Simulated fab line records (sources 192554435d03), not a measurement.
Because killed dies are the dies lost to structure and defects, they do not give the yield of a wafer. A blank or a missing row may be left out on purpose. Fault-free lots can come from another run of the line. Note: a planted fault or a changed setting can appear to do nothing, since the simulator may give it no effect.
A struck lot beside a sound one / flow n5-finfet / 16 steps out of a route of 1938
Sound: these wafers, L100.2, L100.5, L100.6. Struck: wafer L108.3. (L108.1 of the same lot was not struck and is left out.) The cause comes at the end.
Per side, at each step with rows, come the tool, then ch with its chambers, and then its first start. Under that, the readings that differ: sound wafers / struck wafers / difference of the means / sigmas: that difference in standard deviations of wafers without a fault.
alike: a reading whose means differ by less than 2 such deviations, as well as words and numbers matching on both sides. not compared: withheld readings; readings where some wafer has no value; bounds like >300 that might hide an equal value; numbers whose values overlap and for which the record gives no deviation.
The two part at a step that has a row with sigmas, a row that says differs or no value, or rows on one side only. Numbers that don't overlap but have no deviation are shown without sigmas and don't part them. Lack of a reading on every wafer of one side parts them only where that side has two or more wafers.

N5_HKMG_FIN_INSPECT_61: inspects for defects (macro).
  sound on defect-inspect-02 at day 5 04:09; struck on defect-inspect-02 at day 7 08:59
  alike: raw-defect-count
then, 2 steps without rows for these wafers: N5_HKMG_FIN_DESCUM_53 (chemistry O2, time 7.9 s); N5_HKMG_FIN_ETCH_54 (etches SiARC in CF4, target depth 45.5 nm, time 75.8 s).
N5_HKMG_FIN_ETCH_55: etches SOC in N2/H2, target depth 240 nm, time 300 s.
  sound on rie-diel-02 ch 2,3, day 5 04:51; struck on rie-diel-01 ch 3, day 7 09:06
reading=chamber-pressure-mTorr (mTorr); sound=30.037 30.015 30.051; struck=29.980; difference=-0.054; sigmas=-2
reading=drypump-motor-current-A (A); sound=5.2 6.6 5.2; struck=6.7; difference=+1.0; sigmas=+2
  alike: oes-product-au, rf-fwd-power-W, rf-vpp-V, showerhead-plenum-p-Torr, throttle-valve-pct
  not compared: rf-hours-counter-h
then, 1 step without rows for these wafers: N5_HKMG_FIN_STRIP_56 (strips in N2/H2).
N5_HKMG_FIN_STRIP_57: strips in CF4.
  sound on rie-diel-02 ch 2,3, day 5 05:02; struck on rie-diel-01 ch 3, day 7 09:17
reading=drypump-motor-current-A (A); sound=5.2 6.6 5.2; struck=6.7; difference=+1.0; sigmas=+2
  alike: chamber-pressure-mTorr, oes-product-au, rf-vpp-V, showerhead-plenum-p-Torr, throttle-valve-pct
  not compared: rf-fwd-power-W, rf-hours-counter-h
N5_HKMG_FIN_ETCH_58: etches SOC in N2/H2, target depth 215.8 nm, time 741 s.
  sound on rie-diel-02 ch 2,3, day 5 05:04; struck on rie-diel-01 ch 3, day 7 09:19
reading=drypump-motor-current-A (A); sound=5.3 6.7 5.2; struck=6.7; difference=+1.0; sigmas=+2
  alike: chamber-pressure-mTorr, oes-product-au, rf-fwd-power-W, rf-vpp-V, showerhead-plenum-p-Torr, throttle-valve-pct
  not compared: rf-hours-counter-h
N5_HKMG_FIN_STRIP_93: strips SOC in N2/H2, time 20 s.
  sound on rie-diel-02 ch 2,3, day 5 05:29; struck on rie-diel-01 ch 3, day 7 09:44
reading=drypump-motor-current-A (A); sound=5.2 6.6 5.2; struck=6.7; difference=+1.0; sigmas=+2
  alike: chamber-pressure-mTorr, oes-product-au, rf-fwd-power-W, rf-vpp-V, showerhead-plenum-p-Torr, throttle-valve-pct
  not compared: rf-hours-counter-h
then, 1 step without rows for these wafers: N5_HKMG_FIN_WET_ETCH_76 (etches Al2O3 in dNH4OH, stops on La2O3, target depth 2.25 nm, rinse time 30 s).
N5_HKMG_FIN_STRIP_60: strips in N2/H2, time 360 s.
  sound on plasma-asher-01 ch 0,1, day 5 05:38; struck on plasma-asher-02 ch 0, day 7 09:53
reading=drypump-motor-current-A (A); sound=5.65 5.68 5.46; struck=4.98; difference=-0.62; sigmas=-2
  alike: heater-power-w
  not compared: rf-hours-counter-h
then, 2 steps without rows for these wafers: N5_HKMG_FIN_WET_ETCH_77 (etches La2O3 in dHCl, stops on HfO2, target depth 2 nm); N5_HKMG_FIN_WET_ETCH_78 (etches Al2O3 in dNH4OH, stops on La2O3, target depth 4.5 nm, rinse time 30 s).
N5_HKMG_FIN_ALD_79: deposits TiN, target thk 1.5 nm, pulse time 1 s, purge time 3 s.
  sound on ald-metal-04 ch 1,2, day 5 06:07; struck on ald-metal-04 ch 0, day 7 10:23
reading=co-reactant-pulse-time-s (s); sound=2 2 2; struck=1.9013; difference=-0.0987; sigmas=
reading=heater-power-w (W); sound=1045 1008 863; struck=766; difference=-206; sigmas=-2
  alike: precursor-pulse-height-rel
then, 1 step without rows for these wafers: N5_HKMG_FIN_CVD_62 (deposits a-Si from Si2H6, target thk 3 nm, time 20.8 s).
-- record jumps: 4 days separate the struck wafers' starts on either side; left off in module HKMG_FIN, taken up again in module BEOL_M4, whose first shown step is the route's number 1111 --
N5_BEOL_M4_RC_MEAS_101:
  sound on prober-01 ch 0, day 9 11:01; struck on prober-01 ch 0, day 11 15:33
reading=DIBL_N (mV/V); sound=38.2 40.0 39.5; struck=35.0; difference=-4.2; sigmas=-3
reading=DIBL_P (mV/V); sound=37.8 41.0 39.4; struck=33.9; difference=-5.5; sigmas=-3
reading=IOFF_N (nA/um); sound=0.18 0.21 0.21; struck=0.13; difference=-0.07; sigmas=-2
reading=IOFF_P (nA/um); sound=0.23 0.29 0.25; struck=0.18; difference=-0.08; sigmas=-2
reading=SS_N (mV/dec); sound=72.2 72.3 72.2; struck=70.8; difference=-1.4; sigmas=-2
reading=VT_P (mV); sound=-249 -246 -247; struck=-254; difference=-7; sigmas=-2
  alike: ION_N, ION_P, SS_P, VT_N
-- record jumps: 5 days separate the struck wafers' starts on either side; left off in module BEOL_M4, taken up again in module PASSIVATION, whose first shown step is the route's number 1936 --
N5_PASSIVATION_PROBE_49:
  sound on prober-01 at day 13 13:43; struck on prober-02 at day 16 06:40
  alike: defect-limited-yield, killed_at_M0_to_M3, killed_at_M4_up, killed-at-contacts, killed-at-front-end, killed-at-other, killed-dies, killed-open, killed-short, sort_bin_5_function, sort_bin_6_memory, sort-n-pass, sort-yield-pct

## WHERE THEY PART
At N5_HKMG_FIN_ETCH_55 first; at N5_BEOL_M4_RC_MEAS_101 last (within this record only). Later steps at which nothing parts them and some readings are alike: N5_PASSIVATION_PROBE_49.

WHY: what had been put in by the simulator
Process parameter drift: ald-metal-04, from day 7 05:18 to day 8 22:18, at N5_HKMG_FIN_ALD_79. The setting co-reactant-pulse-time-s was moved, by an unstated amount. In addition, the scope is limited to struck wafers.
